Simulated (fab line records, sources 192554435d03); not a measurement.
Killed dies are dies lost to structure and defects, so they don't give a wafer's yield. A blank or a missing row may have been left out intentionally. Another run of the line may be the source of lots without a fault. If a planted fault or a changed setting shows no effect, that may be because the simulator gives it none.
Problem report in the 8D (eight disciplines) form, filled by code || flow n5 finfet || the parts of the form that need people (team, actions taken, sign-off) are left out

1. WHAT WENT WRONG
Across 3 wafers from 2 lots, M15_THK at N5_BEOL_M15_THK_MEAS_50 averages 950 nm, while fault-free wafers read 849 nm with a standard deviation of 13. That puts it +7.8 standard deviations away from the usual mean.
The step: measures by xrf.
First seen on wafer L816.5, day 14 01:59, on film metro-02. At this step, 29 wafers from 10 lots have a number in the record. The rule behind "out" and "out of limits": a value lying over 4 standard deviations away from the usual mean. The other wafers with a number count as sound.

2. WHAT IT IS AND WHAT IT IS NOT
{"question": "which readings at this step", "is": "M15_THK", "is not": "-"}
{"question": "which lots", "is": "L816, L817", "is not": "L806, L809, L810, L812, L821, L824, L827, L829"}
{"question": "which wafers of those lots", "is": "L816.5, L817.4, L817.5", "is not": "L816.1, L816.6"}
{"question": "read on which gauges", "is": "film metro-01, film metro-02", "is not": "-"}
{"question": "when", "is": "from day 14 01:59", "is not": "up to then (14 sound wafers); but 12 sound wafers of L821, L824, L827, L829 came after"}

3. WHAT RULES OUT EACH SUSPECT
Counting: if a tool at a process step up to the reading ran every lot that is out, it stays a suspect. Sound lots after the first of them don't rule it out here, since some wafers of a struck lot are sound.
- ruled out: the gauge at N5_BEOL_M15_THK_MEAS_50. Those wafers that are out were read across 2 gauges (film metro-01, film metro-02).
- rie diel-04 at N5_BEOL_M15_DESCUM_33 (chemistry O2, time 7.9 s): kept. Ran every lot that is out, first one L816 (day 13 22:01); last sound lot up to then L809 (day 12 00:53).
- rie diel-04 at N5_BEOL_M15_TRENCH_ETCH_34 (etches SiO2 in C4F8/O2/Ar, target depth 872.93 nm, time 199 s): kept. Ran every lot that is out, first one L816 (day 13 22:07); last sound lot up to then L809 (day 12 00:59).
The count leaves rie diel-04 at N5_BEOL_M15_TRENCH_ETCH_34 and rie diel-04 at N5_BEOL_M15_DESCUM_33.

4. THE CAUSE (what the simulator had put in)
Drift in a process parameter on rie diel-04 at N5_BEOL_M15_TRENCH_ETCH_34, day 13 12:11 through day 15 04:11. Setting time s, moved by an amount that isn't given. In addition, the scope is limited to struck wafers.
Counting left 2 suspects, and this tool is among them.

5. SEQUENCE OF EFFECTS, ordered by route
Each row: a reading where the mean over the struck wafers with a number is more than 3 standard deviations away from the usual. Scope: only readings with a usual standard deviation given in the record; hours: median across lots of the time from each lot's start at the first step in this table that gives one to its start at this step; sigmas: change in usual standard deviations.
{"hours": 0, "step": "N5_BEOL_M15_THK_MEAS_50", "reading": "M15_THK", "usual": "849 nm", "on struck wafers": 950, "change": "+101", "sigmas": "+7.8"}
{"hours": 0, "step": "N5_BEOL_M15_RS_MEAS_54", "reading": "M15_RS", "usual": "0.0217 ohm/sq", "on struck wafers": 0.0194, "change": -0.0023, "sigmas": -7.6}

6. HOW IT WOULD HAVE BEEN CAUGHT EARLIER
The first out-of-limits reading at a measuring or inspecting step in this record came at day 14 01:59, 14 hours after the fault's start at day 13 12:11.
No tool reading at N5_BEOL_M15_TRENCH_ETCH_34 that has a usual standard deviation in the record was out on any struck wafer, so an alarm limit of 4 standard deviations on those readings would not have fired.
Among the 2 lots that are out, L817 began N5_BEOL_M15_TRENCH_ETCH_34 on rie diel-04 after day 14 01:59. A tool hold placed at that time would have kept it from harm.
